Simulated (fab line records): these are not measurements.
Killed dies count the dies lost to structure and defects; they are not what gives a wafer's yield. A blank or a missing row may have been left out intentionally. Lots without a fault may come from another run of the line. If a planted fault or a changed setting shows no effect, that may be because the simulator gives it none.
A struck lot beside a sound one	flow n5_finfet	37 out of 1938 route steps
Sound: the wafers L715.2, L715.3, L715.4. The struck wafers were L700.2, L700.5. The cause is given at the end.
Order at every step that has rows: each side's tool, ch and its chambers, its first start. Under that, the readings that differ: sound wafers	struck wafers	difference of the means	sigmas: that difference in standard deviations of wafers without a fault.
alike: readings whose means differ by less than 2 such deviations, and words and numbers that are the same on both sides. not compared: withheld readings, readings that some wafer has no value for, bounds like >300 that may hide the same value, and numbers for which the record gives no deviation and whose values overlap.
A row with sigmas, a row that says differs or no value, or rows on one side alone: a step with any of these is where the two part. Numbers that have no deviation but don't overlap get no sigmas and don't part them. Lack of a reading on every wafer of one side parts them only where that side has two or more wafers.

first, 9 steps without rows for these wafers: N5_BEOL_M9_DESCUM_33 (chemistry O2, time 7 s); N5_BEOL_M9_ETCH_76 (etches underlayer in N2/H2, target depth 6.5 nm, time 5.2 s); N5_BEOL_M9_ETCH_65 (etches SiARC in CF4, target depth 15.6 nm, time 26 s); N5_BEOL_M9_ETCH_66 (etches SOC in N2/H2, target depth 80 nm, overetch 16 nm, time 120 s); N5_BEOL_M9_STRIP_69 (strips in N2/H2); N5_BEOL_M9_STRIP_77 (strips in N2/H2); N5_BEOL_M9_VIA_ETCH_34 (etches SiCOH lowk in C4F6/O2, target depth 182.4 nm, time 68.4 s); N5_BEOL_M9_STRIP_73 (strips in C4F6/O2); N5_BEOL_M9_STRIP_36 (strips in N2/H2).
N5_BEOL_M9_TRENCH_ETCH_37: etches SiCOH lowk in C4F6/O2, target depth 151.43 nm, time 49 s.
  sound on rie_diel-04 ch 0,1,3, day 15 17:28; struck on rie_diel-04 ch 1,3, day 11 06:47
reading	sound	struck	difference	sigmas
model.etch.depth_nm (nm)	148.6 151 149.7	123.6 125.4	-25.3	
model.BEOL_M9.feature_depth_nm (nm)	148.6 151 149.6	123.6 125.4	-25.2	
model.TiN_of_BEOL_M9_HM_DEP_02.thk_nm (nm)	16 15.8 15.6	16.8 16.6	+0.9	
  alike: O2_flow_sccm, drypump_motor_current_A, oes_product_au, rf_vpp_V, showerhead_plenum_p_Torr, throttle_valve_pct
  not compared: rf_hours_counter_h
then, 2 steps without rows for these wafers: N5_BEOL_M9_ETCH_41 (etches SiCN in CH3F/O2, target depth 36.6 nm, time 70.1 s); N5_BEOL_M9_STRIP_80 (strips in N2/H2, time 10 s).
N5_BEOL_M9_OCD_MEAS_38:
  sound on ocd-02 at day 15 17:38; struck on ocd-01 at day 11 06:57
reading	sound	struck	difference	sigmas
trench_depth_nm (nm)	148.4 150.4 149.9	123.6 125.1	-25.2	-11
then, 13 steps without rows for these wafers: N5_BEOL_M9_HM_STRIP_39 (strips TiN in peroxide tin strip, target depth 25 nm, time 158 s); N5_BEOL_M9_SRD_40 (time 30 s); N5_BEOL_M9_PRECLEAN_42 (cleans in residue remover, time 60 s); N5_BEOL_M9_SRD_43 (time 30 s); N5_BEOL_M9_CURE_72 (cures SiCOH lowk, time 120 s); N5_BEOL_M9_DEGAS_44 (time 60 s); N5_BEOL_M9_PRE_CLEAN_45 (time 30 s); N5_BEOL_M9_ALD_74 (deposits TaN, target thk 2 nm, pulse time 2 s, purge time 3 s); N5_BEOL_M9_SURFACE_TREAT_79; N5_BEOL_M9_CVD_78 (deposits Co from CCTBA/H2, target thk 2 nm, time 138.9 s); N5_BEOL_M9_SPUTTER_48 (material Cu, target thk 12 nm, time 2 s); N5_BEOL_M9_ECD_50 (material Cu, target thk 318 nm); N5_BEOL_M9_ANNEAL_51 (time 90 s).
N5_BEOL_M9_CMP_52: polishes, stops on SiCOH lowk, t overpolish 7 s, target thk 140 nm.
  sound on cmp-03 ch 0,2,3, day 15 19:59; struck on cmp-04 ch 0,2, day 11 09:38
reading	sound	struck	difference	sigmas
model.Cu_of_BEOL_M9_ECD_50.thk_nm (nm)	138.8 141.6 138	112.4 115.4	-25.6	
  alike: clearing_platen_down_force_psi, head_pressure_psi, motor_current_A
N5_BEOL_M9_THK_MEAS_53: measures by xrf.
  sound on film_metro-02 at day 15 20:17; struck on film_metro-01 at day 11 09:49
reading	sound	struck	difference	sigmas
M9_THK (nm)	136.0 139.0 135.3	108.8 111.7	-26.5	-11
then, 2 steps without rows for these wafers: N5_BEOL_M9_PRE_CLEAN_55 (time 15 s); N5_BEOL_M9_DEP_56 (deposits SiCN from 3MS/NH3, target thk 15 nm, time 26.5 s).
N5_BEOL_M9_RS_MEAS_57: a four-point-probe measurement.
  sound on film_metro-02 at day 15 20:25; struck on film_metro-01 at day 11 09:57
reading	sound	struck	difference	sigmas
M9_RS (ohm/sq)	0.152 0.149 0.153	0.193 0.187	+0.039	+11
then, 5 steps without rows for these wafers: N5_BEOL_M10_ILD_DEP_00 (deposits SiCOH lowk from DEMS/porogen, target thk 308.51 nm, time 58 s); N5_BEOL_M10_CURE_71 (cures SiCOH lowk, time 240 s); N5_BEOL_M10_PECVD_70 (deposits SiO2 from TEOS/O2, target thk 20 nm, time 22.7 s); N5_BEOL_M10_HM_DEP_02 (deposits TiN, target thk 20 nm); N5_BEOL_M10_COAT_59 (time 60 s, resist thk 100 nm).
N5_BEOL_M15_RC_MEAS_101:
  sound on prober-02 ch 0, day 17 14:32; struck on prober-02 ch 0, day 12 21:05
reading	sound	struck	difference	sigmas
COMB_M7 (S/m)	2.1e-11 1.7e-11 1.8e-11	3.1e-11 3e-11	+1.2e-11	+2
SERP_M9 (ohm/um)	3.15 3.02 3.11	3.84 3.79	+0.72	+9
SERP_M9_max_site (ohm/um)	3.20 3.05 3.14	3.95 3.90	+0.79	+10
  alike: COMB_M10, COMB_M11, COMB_M12, COMB_M13, COMB_M14, COMB_M15, COMB_M5, COMB_M6, COMB_M8, SERP_M10, SERP_M11, SERP_M12, SERP_M13, SERP_M14, SERP_M14_max_site, SERP_M5, SERP_M6, SERP_M7, SERP_M8

== WHERE THEY PART ==
Last at N5_BEOL_M15_RC_MEAS_101 as far as this record goes, first at N5_BEOL_M9_OCD_MEAS_38.

WHY: the cause the simulator had injected
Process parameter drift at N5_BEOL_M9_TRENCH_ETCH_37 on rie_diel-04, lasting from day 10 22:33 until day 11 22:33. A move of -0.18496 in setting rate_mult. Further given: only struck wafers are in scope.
